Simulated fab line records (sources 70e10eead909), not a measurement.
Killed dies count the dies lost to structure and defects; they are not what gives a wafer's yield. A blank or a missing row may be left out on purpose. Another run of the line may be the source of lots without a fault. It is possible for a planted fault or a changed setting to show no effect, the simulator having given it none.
fab line records -- flow nandHarc
[record] lots = 10, wafers = 30, lastDay = 32
route steps=1302 shown A_CONTACT@1084 END@1302
lots with no fault: from the same line, run without faults
startH: hours from the record's opening day to when the first of the lot's shown wafers began -- waitH: hours since the lot's step before -- " as in the row above -- L1.1+2: a row that stands for several wafers -- - either no value or no given start -- * or withheld: withheld -- < > ~ a bound
route shown NAME@n: names a module that has steps shown in the file, with the first one's number in the route -- usual: mean/standard deviation taken from wafers without a fault -- same: alike in all rows -- chamber/n: place in a boat -- sites: per-site readings -- _std_site: the values' standard deviation -- _edge_site: the outer-site mean with the inner-site mean subtracted -- radiusMm: for every site, how far away it sits from the centre of the wafer -- mask NAME#n: copy n -- behind: the tool/chamber that last shaped the wafer -- hold: reason for holding the lot/hours on hold/outcome of the hold -- device: the transistor (n, p or np) that didn't switch -- end of line: the tests these same wafers got at the end of their route -- a step given without rows: its recipe and nothing more -- killed: not the wafer's yield, but the dies lost to structure and defects at the first sort -- map: per-die view of a wafer (x killed, . not killed, _ where there is no die)
set.NAME: the run value of the setting; set.NAME@STEP: its run value at that earlier step -- model.NAME: the simulator's own value behind a step, which no gauge read
steps of the route over a sample of lots; a table a step, a row a wafer
services: the hour from which a tool's chamber was out of use, counted from the record's first day as startH (under 0 if before that day), plus the number of hours and why
[[steps]]
[step NHARC_A_CONTACT_ETCH_30]
[recipe] targetDepthA = 726, timeS = 36.3, cf4FlowSccm = 100, chf3FlowSccm = 30, arFlowSccm = 0, rfW = 500, biasW = 200, chemistry = CF4/CHF3
[usual] biasW = 199.9/0.53, chf3FlowSccm = 29.99/0.094, drypumpMotorCurrentA = 5.5/0.31, oesProductAu = 0.931/0.012, rfVppV = 369.7/2, runLengthS = 57.6/0.32, showerheadPlenumPTorr = 1.55/0.055, throttleValvePct = 16.803/0.0093
lot.wafer,tool,chamber,startH,waitH,biasW,chf3FlowSccm,drypumpMotorCurrentA,oesProductAu,rfHoursCounterH,rfVppV,runLengthS,showerheadPlenumPTorr,throttleValvePct
L517.4,rieDiel-07,2,-,-,200.8,29.85,5.3,0.934,7,370.1,57.7,1.58,16.802
L517.5,rieDiel-07,0,-,-,199.0,29.95,5.8,0.945,-,368.3,57.7,1.50,16.806
L517.6,rieDiel-07,1,-,-,199.7,29.93,5.3,0.936,-,368.5,57.6,1.53,16.787
L516.4,rieDiel-07,1,-,-,201.0,29.97,5.4,0.928,6,369.9,57.5,1.53,16.800
L516.1,rieDiel-07,0,-,-,199.6,29.98,5.8,0.932,6,368.9,57.4,1.50,16.805
L516.5,rieDiel-07,1,-,-,202.0,29.97,5.4,0.922,-,367.8,57.3,1.53,16.807
L518.2,rieDiel-07,3,-,-,199.6,30.04,5.3,0.931,13,368.8,57.6,1.56,16.805
L518.1,rieDiel-07,2,-,-,199.9,29.93,5.2,0.934,13,370.7,57.6,1.58,16.799
L518.6,rieDiel-07,3,-,-,199.6,29.90,5.3,0.930,-,369.6,57.2,1.56,16.807
L520.2,rieDiel-07,0,-,-,199.0,30.05,5.8,0.936,12,367.5,57.4,1.50,16.793
L520.3,rieDiel-07,1,-,-,199.8,29.83,5.4,0.928,12,367.4,57.7,1.53,16.816
L520.5,rieDiel-07,3,-,-,200.4,30.06,5.3,0.933,-,371.3,57.4,1.56,16.821
L523.4,rieDiel-07,3,-,-,200.2,30.15,5.3,0.932,20,370.0,57.3,1.56,16.795
L523.3,rieDiel-07,0,-,-,199.8,30.11,5.8,0.920,18,368.0,57.4,1.50,16.791
L523.6,rieDiel-07,1,-,-,200.0,29.98,5.3,0.922,-,369.0,57.3,1.53,16.800
L525.4,rieDiel-07,1,-,-,199.4,30.03,5.3,0.924,18,369.7,57.6,1.53,16.801
L525.3,rieDiel-07,2,-,-,199.9,30.04,5.3,0.917,20,370.4,58.0,1.58,16.810
L525.1,rieDiel-07,3,-,-,198.9,30.05,5.3,0.923,22,370.0,57.1,1.56,16.803
L533.2,rieDiel-07,2,-,-,199.3,30.06,5.3,0.932,5,369.6,57.8,1.57,16.800
L533.1,rieDiel-07,3,-,-,199.7,29.84,5.3,0.936,5,368.7,57.4,1.56,16.812
L533.5,rieDiel-07,3,-,-,200.5,29.89,5.3,0.936,-,370.7,57.1,1.56,16.810
L534.1,rieDiel-01,2,701.13,0.5,201.2,29.95,5.5,0.921,35,371.4,57.7,1.58,16.811
L534.4,rieDiel-01,2,701.13,0.5,199.9,30.08,5.5,0.918,-,369.8,57.7,1.58,16.812
L534.5,rieDiel-01,2,701.13,0.5,200.2,30.01,5.5,0.921,-,372.9,57.4,1.58,16.815
L535.2,rieDiel-07,0,-,-,199.9,29.89,5.8,0.933,11,368.5,57.7,1.50,16.804
L535.4,rieDiel-07,2,-,-,200.1,30.10,5.2,0.930,-,371.2,57.9,1.57,16.797
L535.5,rieDiel-07,3,-,-,199.7,30.00,5.3,0.925,-,368.4,57.5,1.56,16.799
L536.2,rieDiel-07,0,-,-,199.8,30.02,5.8,0.935,12,367.2,57.7,1.50,16.790
L536.6,rieDiel-07,3,-,-,199.9,29.87,5.3,0.930,-,370.3,57.3,1.56,16.799
L536.4,rieDiel-07,0,-,-,199.8,29.81,5.8,0.915,-,369.0,57.4,1.50,16.814
[step NHARC_A_CONTACT_ETCH_31]
[recipe] targetDepthA = 28000, overEtchFrac = 0.3, timeS = 728, ionEnergyEv = 150, o2FlowSccm = 400, cosFlowSccm = 20, arFlowSccm = 0, rfW = 500, biasW = 300, chemistry = O2/COS
[usual] biasW = 299.9/0.9, drypumpMotorCurrentA = 5.5/0.32, oesProductAu = 1.002/0.0066, rfVppV = 313.5/1.8, runLengthS = 749.4/0.35, showerheadPlenumPTorr = 3.08/0.11, throttleValvePct = 28.330/0.0087
[same] overEtchFrac = 0.3
lot.wafer,tool,chamber,startH,waitH,biasW,drypumpMotorCurrentA,oesProductAu,rfHoursCounterH,rfVppV,runLengthS,showerheadPlenumPTorr,throttleValvePct
L517.4,rieDiel-07,0,-,-,300.2,5.8,1.001,6,313.6,749.1,2.98,28.331
L517.5,rieDiel-07,2,-,-,301.1,5.3,1.005,-,314.3,749.5,3.13,28.344
L517.6,rieDiel-07,3,-,-,298.8,5.3,0.994,-,313.5,749.0,3.10,28.329
L516.1,rieDiel-07,2,-,-,300.2,5.3,1.002,7,314.5,749.7,3.13,28.318
L516.4,rieDiel-07,0,-,-,298.8,5.9,1.000,6,312.6,750.0,2.98,28.334
L516.5,rieDiel-07,2,-,-,302.3,5.3,0.997,-,312.9,749.9,3.13,28.339
L518.1,rieDiel-07,3,-,-,301.0,5.3,0.997,13,312.9,749.1,3.10,28.326
L518.2,rieDiel-07,2,-,-,299.6,5.3,0.997,13,313.8,749.2,3.13,28.341
L518.6,rieDiel-07,3,-,-,299.7,5.3,1.001,-,313.1,749.3,3.10,28.321
L520.3,rieDiel-07,2,-,-,300.5,5.3,1.009,14,314.2,749.4,3.13,28.331
L520.2,rieDiel-07,3,-,-,300.6,5.3,1.008,15,315.2,749.0,3.10,28.314
L520.5,rieDiel-07,3,-,-,300.1,5.3,1.007,-,314.0,748.8,3.10,28.321
L523.4,rieDiel-07,2,-,-,301.3,5.3,0.994,19,314.3,749.7,3.13,28.329
L523.3,rieDiel-07,0,-,-,299.6,5.8,1.004,18,311.2,749.2,2.98,28.341
L523.6,rieDiel-07,2,-,-,300.3,5.3,0.996,-,314.4,749.2,3.13,28.345
L525.3,rieDiel-07,1,-,-,299.5,5.4,0.996,18,311.9,749.5,3.03,28.328
L525.1,rieDiel-07,2,-,-,299.5,5.3,1.001,21,314.6,749.3,3.13,28.331
L525.4,rieDiel-07,3,-,-,301.4,5.3,1.006,22,313.0,749.0,3.09,28.326
L533.2,rieDiel-07,3,-,-,299.8,5.3,1.012,5,313.9,749.1,3.09,28.341
L533.1,rieDiel-07,2,-,-,301.6,5.3,1.005,5,315.3,749.5,3.12,28.330
L533.5,rieDiel-07,3,-,-,299.0,5.3,1.001,-,314.9,749.0,3.09,28.322
L534.1,rieDiel-01,2,701.38,0.2,298.8,5.5,1.007,35,314.2,749.1,3.14,28.329
L534.4,rieDiel-01,0,701.38,0.2,300.1,5.8,1.005,-,319.4,750.4,3.35,28.331
L534.5,rieDiel-01,0,701.38,0.2,299.7,5.8,0.998,-,318.5,749.9,3.35,28.337
L535.2,rieDiel-07,2,-,-,300.9,5.3,1.012,10,314.2,749.4,3.12,28.356
L535.4,rieDiel-07,3,-,-,301.3,5.4,1.006,-,313.8,749.3,3.09,28.350
L535.5,rieDiel-07,2,-,-,298.9,5.3,1.009,-,313.8,749.6,3.12,28.343
L536.2,rieDiel-07,2,-,-,298.4,5.3,1.008,11,315.0,749.1,3.12,28.323
L536.6,rieDiel-07,0,-,-,302.0,5.9,0.998,-,310.7,749.1,2.97,28.338
L536.4,rieDiel-07,3,-,-,298.5,5.3,1.006,-,313.3,749.2,3.09,28.322
[step NHARC_A_CONTACT_ETCH_110]
[recipe] targetDepthA = 600, overetchA = 60, timeS = 33, ionEnergyEv = 100, cf4FlowSccm = 80, o2FlowSccm = 20, arFlowSccm = 0, rfW = 300, biasW = 100, chemistry = CF4/O2
[usual] biasW = 100.0/0.32, drypumpMotorCurrentA = 5.6/0.37, oesProductAu = 1.001/0.007, rfVppV = 197.4/1.2, runLengthS = 54.4/0.34, showerheadPlenumPTorr = 1.32/0.055, throttleValvePct = 13.396/0.0088
lot.wafer,tool,chamber,startH,waitH,biasW,drypumpMotorCurrentA,oesProductAu,rfHoursCounterH,rfVppV,runLengthS,showerheadPlenumPTorr,throttleValvePct
L517.4,rieDiel-07,2,532.93,0.1,99.9,5.3,1.005,8,199.3,54.1,1.34,13.383
L517.6,rieDiel-07,3,532.93,0.1,100.4,5.3,0.997,-,196.7,54.0,1.33,13.388
L517.5,rieDiel-07,0,532.93,0.1,100.0,5.8,0.997,-,196.5,54.2,1.27,13.388
L516.4,rieDiel-01,0,534.02,0.1,100.2,5.8,0.999,53,195.2,54.8,1.23,13.406
L516.1,rieDiel-01,1,534.02,0.1,100.4,5.2,0.985,57,195.3,54.5,1.24,13.402
L516.5,rieDiel-01,0,534.02,0.1,100.2,5.8,1.002,-,196.3,55.1,1.23,13.397
L518.1,rieDiel-04,0,561.28,0.1,100.0,5.4,0.994,6,196.0,54.6,1.30,13.402
L518.2,rieDiel-04,1,561.28,0.1,99.9,5.8,0.988,5,199.3,54.3,1.35,13.404
L518.6,rieDiel-04,0,561.28,0.1,99.7,5.4,0.983,-,197.6,54.3,1.30,13.395
L520.2,rieDiel-07,0,573.71,0.1,99.9,5.8,1.004,13,196.4,54.3,1.27,13.394
L520.3,rieDiel-07,1,573.71,0.1,100.1,5.3,1.004,12,197.6,54.1,1.29,13.389
L520.5,rieDiel-07,3,573.71,0.1,99.7,5.3,1.014,-,197.5,54.1,1.32,13.417
L523.3,rieDiel-07,1,595.94,0.0,99.4,5.3,1.006,17,197.9,54.2,1.29,13.388
L523.4,rieDiel-07,2,595.94,0.0,-,5.2,1.012,19,196.9,49.8,1.34,13.393
L523.6,rieDiel-07,1,595.94,0.0,99.5,5.4,1.005,-,196.0,54.0,1.29,13.403
L525.3,rieDiel-07,2,608.47,0.1,-,5.3,1.003,21,196.5,49.8,1.34,13.400
L525.4,rieDiel-07,3,608.47,0.1,99.6,5.3,0.999,23,198.4,54.0,1.32,13.402
L525.1,rieDiel-07,0,608.47,0.1,99.8,5.8,1.005,21,197.1,54.2,1.27,13.412
L533.2,rieDiel-04,0,702.14,0.1,99.4,5.4,1.003,49,196.5,54.2,1.29,13.399
L533.1,rieDiel-04,2,702.14,0.1,99.9,5.3,0.996,39,197.8,54.9,1.34,13.389
L533.5,rieDiel-04,3,702.14,0.1,100.6,6.3,1.008,-,197.9,54.5,1.42,13.384
L534.1,rieDiel-07,0,704.70,0.1,100.1,5.8,1.006,8,195.2,54.1,1.27,13.394
L534.4,rieDiel-07,1,704.70,0.1,99.7,5.3,1.005,7,197.0,53.9,1.29,13.398
L534.5,rieDiel-07,0,704.70,0.1,100.0,5.8,1.002,-,196.9,54.1,1.27,13.382
L535.2,rieDiel-01,2,725.07,0.1,99.8,5.5,1.013,48,197.7,54.6,1.34,13.395
L535.5,rieDiel-01,1,725.07,0.1,100.1,5.3,0.995,-,196.4,54.5,1.23,13.399
L535.4,rieDiel-01,2,725.07,0.1,100.1,5.5,0.995,-,197.2,54.6,1.34,13.405
L536.2,rieDiel-07,3,727.87,0.1,99.7,5.3,1.000,12,198.1,53.9,1.32,13.382
L536.4,rieDiel-07,3,727.87,0.1,99.6,5.3,0.999,-,196.9,54.4,1.32,13.380
L536.6,rieDiel-07,2,727.87,0.1,100.4,5.2,0.998,-,197.2,54.4,1.33,13.392
[step NHARC_A_CONTACT_ALD_18]
[recipe] targetThkA = 30, pulseTimeS = 1, aldCycles = 150, tempC = 450, material = TiN
[usual] heaterPowerW = 1085/130, precursorPulseHeightRel = 0.998/0.021
lot.wafer,tool,chamber,startH,waitH,heaterPowerW,precursorPulseHeightRel
L517.4,aldMetal-04,0,533.62,-,1072,0.995
L517.6,aldMetal-04,1,533.62,-,1372,0.985
L517.5,aldMetal-04,2,533.62,-,981,1.011
L516.4,aldMetal-02,0,534.69,-,1094,1.006
L516.1,aldMetal-02,2,534.69,-,1022,0.995
L516.5,aldMetal-02,3,534.69,-,1051,1.014
L518.2,aldMetal-02,2,561.92,-,972,1.017
L518.1,aldMetal-02,1,561.92,-,938,1.018
L518.6,aldMetal-02,3,561.92,-,1009,1.009
L520.3,aldMetal-02,0,574.37,-,1126,1.010
L520.2,aldMetal-02,1,574.37,-,928,0.977
L520.5,aldMetal-02,3,574.37,-,1036,0.978
L523.3,aldMetal-02,0,596.59,-,1167,0.967
L523.4,aldMetal-02,1,596.59,-,919,1.004
L523.6,aldMetal-02,0,596.59,-,1089,1.023
L525.1,aldMetal-03,3,609.14,-,1069,0.976
L525.3,aldMetal-03,0,609.14,-,1117,0.982
L525.4,aldMetal-03,1,609.14,-,1043,0.973
L533.2,aldMetal-03,3,702.91,-,1095,1.003
L533.1,aldMetal-03,0,702.91,-,1172,1.004
L533.5,aldMetal-03,1,702.91,-,1049,0.978
L534.1,aldMetal-02,2,705.37,-,987,1.028
L534.4,aldMetal-02,3,705.37,-,967,1.028
L534.5,aldMetal-02,2,705.37,-,962,0.987
L535.2,aldMetal-03,0,725.77,-,1175,1.016
L535.4,aldMetal-03,2,725.77,-,1040,0.973
L535.5,aldMetal-03,1,725.77,-,1051,0.979
L536.2,aldMetal-02,0,728.57,-,1113,0.993
L536.4,aldMetal-02,3,728.57,-,957,0.990
L536.6,aldMetal-02,0,728.57,-,1100,1.010
[step NHARC_END_SORT_01]
[recipe] tempC = 25
[usual] killedAtArray = 56/20, killedAtOther = 1/1.3, killedAtPeriphery = 3.5/2.7, killedDies = 60/20, killedOpen = 3.3/1.6, killedShort = 2.4/1.5
[same] grossDies = 677
lot.wafer,tool,chamber,startH,waitH,killedAtArray,killedAtOther,killedAtPeriphery,killedDies,killedOpen,killedShort
L523.3,prober-02,0,648.84,3.1,53,1,4,58,1,3
L523.4,prober-02,0,649.65,3.4,674,0,3,677,4,4
L523.6,prober-02,0,651.26,4.0,50,0,1,51,1,3
L525.1,prober-01,0,655.20,2.5,67,0,1,68,2,3
L525.3,prober-01,0,656.82,3.1,675,0,1,676,1,3
L525.4,prober-01,0,657.63,3.4,62,0,3,65,4,4
// killed by level:class
L523.3 A_SLIT:chamberFilmFlake=24 A_CHANNEL_HOLE_D2:chamberFilmFlake=15 A_CONTACT:chamberFilmFlake=7 A_CHANNEL_FILL_D1:geometricParticle:short=2 P_BONDPAD:chamberFilmFlake=2 P_M0:geometricParticle:short=1 A_ONON_D1:geometricParticle:open=1 P_GATE:chamberFilmFlake=1
L523.4 A_CONTACT:areaEtch=613 A_SLIT:chamberFilmFlake=28 A_CHANNEL_HOLE_D2:chamberFilmFlake=16 A_CHANNEL_HOLE_D1:chamberFilmFlake=3 A_CHANNEL_FILL_D1:chamberFilmFlake=3 A_CONTACT:chamberFilmFlake=3 P_GATE:geometricParticle:open=1 P_CONTACT:geometricParticle:short=1
L523.6 A_SLIT:chamberFilmFlake=25 A_CHANNEL_HOLE_D2:chamberFilmFlake=12 A_CONTACT:chamberFilmFlake=4 A_CHANNEL_HOLE_D1:chamberFilmFlake=2 A_SOURCE_PLATE:geometricParticle:short=1 A_DECK1_JOINT:geometricParticle:short=1 A_ONON_D2:geometricParticle:short=1 A_BLC:geometricParticle:open=1
L525.1 A_CHANNEL_HOLE_D1:chamberFilmFlake=35 A_CHANNEL_HOLE_D2:chamberFilmFlake=17 A_STAIRCASE:chamberFilmFlake=6 A_CHANNEL_FILL_D1:geometricParticle:short=2 A_SLIT:chamberFilmFlake=2 A_CHANNEL_FILL_D1:geometricParticle:open=1 A_CHANNEL_HOLE_D2:geometricParticle:open=1 A_M0:geometricParticle:short=1
L525.3 A_CONTACT:areaEtch=635 A_CHANNEL_HOLE_D1:chamberFilmFlake=16 A_CHANNEL_HOLE_D2:chamberFilmFlake=13 A_STAIRCASE:chamberFilmFlake=5 A_CONTACT:chamberFilmFlake=3 A_ONON_D1:geometricParticle:short=2 P_M0:geometricParticle:open=1 A_WL_FILL:geometricParticle:short=1
L525.4 A_CHANNEL_HOLE_D1:chamberFilmFlake=29 A_CHANNEL_HOLE_D2:chamberFilmFlake=21 A_CHANNEL_FILL_D1:geometricParticle:open=2 P_GATE:chamberFilmFlake=2 A_CHANNEL_FILL_D2:chamberFilmFlake=2 A_SLIT:chamberFilmFlake=2 P_M1:geometricParticle:short=1 A_ONON_D1:geometricParticle:short=1
[[services]]
tool,chamber,startH,hours,kind
rieDiel-07,0,529.29,-,clean
rieDiel-07,1,529.29,-,clean
rieDiel-07,2,529.29,-,clean
rieDiel-04,-,532.73,9.0,pm
rieDiel-01,-,558.05,9.0,pm
rieDiel-04,2,567.01,34.5,repair
aldMetal-03,-,568.00,10.0,pm
aldMetal-02,-,574.53,1.2,repair
aldMetal-02,-,597.44,1.4,repair
aldMetal-02,-,610.00,10.0,pm
rieDiel-04,3,630.97,5.3,repair
rieDiel-07,3,631.26,12.1,repair
aldMetal-04,2,632.02,54.5,repair
aldMetal-03,-,641.85,1.9,repair
rieDiel-07,-,648.29,9.0,pm
rieDiel-01,0,649.19,9.2,repair
rieDiel-01,2,669.02,1.4,repair
rieDiel-01,3,684.43,65.4,repair
aldMetal-02,3,693.11,8.8,repair
rieDiel-01,1,694.54,20.5,repair
rieDiel-04,-,710.34,9.0,pm
rieDiel-07,1,721.77,1.5,repair
rieDiel-07,1,723.40,6.3,repair
aldMetal-04,-,728.09,3.0,repair
[[key]]
[firstSign] step = NHARC_A_CONTACT_ETCH_110, reading = runLengthS, direction = down, sigmas = 14, usual = *, struck = *
[effect] step = NHARC_END_SORT_01, reading = killedAtArray, direction = up, sigmas = 32, usual = 56, struck = 674
[moreKillsBornAt] NHARC_A_CONTACT_ETCH_110@rieDiel-07 = 1248
metAt NHARC_A_CONTACT_ETCH_110
struckLots L523,L525
struckWafers L523.4,L525.3
laterRowsLeftOut L523.4,L525.3
testerLeftOut L523,L525
notActingAt NHARC_A_CONTACT_ETCH_30,NHARC_A_CONTACT_ETCH_31,NHARC_A_CONTACT_ALD_18
onsetBetween 532.93 595.94
[fault] kind = processParameterDrift, tool = rieDiel-07, chamber = 2, onsetH = 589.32, steps = NHARC_A_CONTACT_ETCH_110, channel = timeS, offset = *, shape = step, endH = 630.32, actsIn = *, stated = *
// testerLeftOut: of these lots the tester's yield and bins aren't shown, on N5 and GAA mostly nor the transistor test; their killed dies are dies lost to structure and defects alone, not to doping, threshold or leakage, so they don't give the yield
// laterRowsLeftOut: the simulator's readings of these wafers behind a module that went badly wrong aren't trusted and aren't shown, but for the sort
